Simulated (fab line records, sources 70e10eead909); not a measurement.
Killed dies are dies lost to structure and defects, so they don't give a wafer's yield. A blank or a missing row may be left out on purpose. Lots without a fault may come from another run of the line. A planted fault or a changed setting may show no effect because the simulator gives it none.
Tool commonality check | flow nand_harc | 2 lots, 6 wafers sampled

WHY IT WAS OPENED
At NHARC_END_SORT_01 the reading killed_at_periphery is flagged on 2 of 2 lots. Wafers without a fault read 3.2, standard deviation 2.2.
Rule: a lot is flagged when every wafer of it that has a number lies more than 4 standard deviations from that mean, or none has a number. The other lots count as sound.

lot  | measured     | on        | killed_at_periphery, wafer by wafer | flag
L401 | day 28 17:55 | prober-02 | 615 603 623                         | FLAGGED
L403 | day 29 16:42 | prober-01 | 635 617 642                         | FLAGGED
The numbers of the flagged lots are 622.5 on average: +619.3 against the usual, or +99 or more standard deviations.

WHICH TOOL RAN EACH LOT
The record holds 3 process steps before the reading, out of a route of 1302 steps. In each cell: the tool, then ch and the chambers that the sampled wafers went through, then the start.
lot  | flag    | NHARC_P_GATE_EXPOSE_88            | NHARC_THIN_TSV_DESCUM_14           | NHARC_THIN_TSV_STRIP_62
L401 | FLAGGED | krf_scanner-04 ch 0, day 10 06:06 | rie_diel-08 ch 0,2,3, day 28 01:04 | plasma_asher-02 ch 0,1, day 28 03:30
L403 | FLAGGED | krf_scanner-04 ch 0, day 10 21:04 | rie_diel-03 ch 1,2,3, day 29 02:25 | plasma_asher-01 ch 0,1, day 29 04:51
What these steps do:
- NHARC_P_GATE_EXPOSE_88: exposes mask P HVN, target cd 2000 nm.
- NHARC_THIN_TSV_DESCUM_14: chemistry O2, time 3 s.
- NHARC_THIN_TSV_STRIP_62: strips in N2/H2, time 20 s.
- NHARC_END_SORT_01

FLAGGED OVER TOTAL, TOOL BY TOOL (the gauges that took the reading come last)
step                     | tool            | lots run | flagged | share of the flagged lots | sound lots run after its first flagged lot
NHARC_P_GATE_EXPOSE_88   | krf_scanner-04  | 2        | 2       | all                       | 0
NHARC_THIN_TSV_DESCUM_14 | rie_diel-03     | 1        | 1       | some                      | 0
NHARC_THIN_TSV_DESCUM_14 | rie_diel-08     | 1        | 1       | some                      | 0
NHARC_THIN_TSV_STRIP_62  | plasma_asher-01 | 1        | 1       | some                      | 0
NHARC_THIN_TSV_STRIP_62  | plasma_asher-02 | 1        | 1       | some                      | 0
NHARC_END_SORT_01        | prober-01       | 1        | 1       | some                      | 0
NHARC_END_SORT_01        | prober-02       | 1        | 1       | some                      | 0

WHAT THE TABLE ALLOWS
1 row of the table ran every flagged lot: krf_scanner-04 at NHARC_P_GATE_EXPOSE_88.
- krf_scanner-04 at NHARC_P_GATE_EXPOSE_88: 2 of its 2 lots flagged. It ran no sound lot before its first flagged lot in this sample, so the start can't be narrowed down.
One tool is left: krf_scanner-04 at NHARC_P_GATE_EXPOSE_88.

WHAT THE SIMULATOR HAD PUT IN
Scanner matching overlay: krf_scanner-04, from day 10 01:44 on, at NHARC_P_GATE_EXPOSE_88. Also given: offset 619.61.
Lots struck among those shown: L401, L403. The rule above found the same.
